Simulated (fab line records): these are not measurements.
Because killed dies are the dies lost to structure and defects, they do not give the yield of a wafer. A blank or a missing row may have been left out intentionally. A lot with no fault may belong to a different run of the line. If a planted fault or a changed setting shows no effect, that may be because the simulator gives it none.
Chamber matching || flow nand_harc || NHARC_P_CONTACT_STRIP_28 on rie_diel-10: 4 sister chambers
The step strips in O2. 4 wafers are shown with their chamber, then 12 later ones without.

== WAFERS WITH THEIR CHAMBER ==
{"wafer": "L088.6", "chamber": 3, "showerhead_plenum_p_Torr (Torr)": 3.78}
{"wafer": "L090.1", "chamber": 2, "showerhead_plenum_p_Torr (Torr)": 3.58}
{"wafer": "L090.5", "chamber": 1, "showerhead_plenum_p_Torr (Torr)": 3.58}
{"wafer": "L090.6", "chamber": 0, "showerhead_plenum_p_Torr (Torr)": 3.58}

== WAFERS WHOSE CHAMBER IS MISSING ==
{"wafer": "L093.2", "showerhead_plenum_p_Torr (Torr)": 3.57}
{"wafer": "L093.3", "showerhead_plenum_p_Torr (Torr)": 3.58}
{"wafer": "L093.6", "showerhead_plenum_p_Torr (Torr)": 3.77}
{"wafer": "L094.2", "showerhead_plenum_p_Torr (Torr)": 3.58}
{"wafer": "L094.4", "showerhead_plenum_p_Torr (Torr)": 3.57}
{"wafer": "L094.5", "showerhead_plenum_p_Torr (Torr)": 3.58}
{"wafer": "L097.1", "showerhead_plenum_p_Torr (Torr)": 3.58}
{"wafer": "L097.2", "showerhead_plenum_p_Torr (Torr)": 3.57}
{"wafer": "L097.3", "showerhead_plenum_p_Torr (Torr)": 3.77}
{"wafer": "L096.2", "showerhead_plenum_p_Torr (Torr)": 3.58}
{"wafer": "L096.4", "showerhead_plenum_p_Torr (Torr)": 3.58}
{"wafer": "L096.5", "showerhead_plenum_p_Torr (Torr)": 3.77}

== THE CHAMBER EACH PASSED THROUGH ==
{"wafer": "L093.2", "from the rows above": "can't be placed: 0 or 1 or 2", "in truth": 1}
{"wafer": "L093.3", "from the rows above": "can't be placed: 0 or 1 or 2", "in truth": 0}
{"wafer": "L093.6", "from the rows above": 3, "in truth": 3}
{"wafer": "L094.2", "from the rows above": "can't be placed: 0 or 1 or 2", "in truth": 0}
{"wafer": "L094.4", "from the rows above": "can't be placed: 0 or 1 or 2", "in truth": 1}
{"wafer": "L094.5", "from the rows above": "can't be placed: 0 or 1 or 2", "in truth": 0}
{"wafer": "L097.1", "from the rows above": "can't be placed: 0 or 1 or 2", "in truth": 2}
{"wafer": "L097.2", "from the rows above": "can't be placed: 0 or 1 or 2", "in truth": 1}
{"wafer": "L097.3", "from the rows above": 3, "in truth": 3}
{"wafer": "L096.2", "from the rows above": "can't be placed: 0 or 1 or 2", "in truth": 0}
{"wafer": "L096.4", "from the rows above": "can't be placed: 0 or 1 or 2", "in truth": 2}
{"wafer": "L096.5", "from the rows above": 3, "in truth": 3}
Placed correctly: 3 of 12. Unplaceable from these rows: 9, with the true chamber sitting among the candidates in 9. Number placed wrongly: 0.
How it was worked out, from the rows above alone: a wafer's distance from a chamber is the root of the sum, over the readings, of the square of ((its reading less the chamber's mean) divided by the reading's scatter). If the next closest chamber is less than 2 further off than the closest, the wafer can't be placed; otherwise it belongs to the closest. For every chamber, the mean is computed from those of its wafers that are shown. The scatter: with one shown wafer a chamber, the root of the mean of the squares of how far each hidden wafer lies from its nearest shown one.
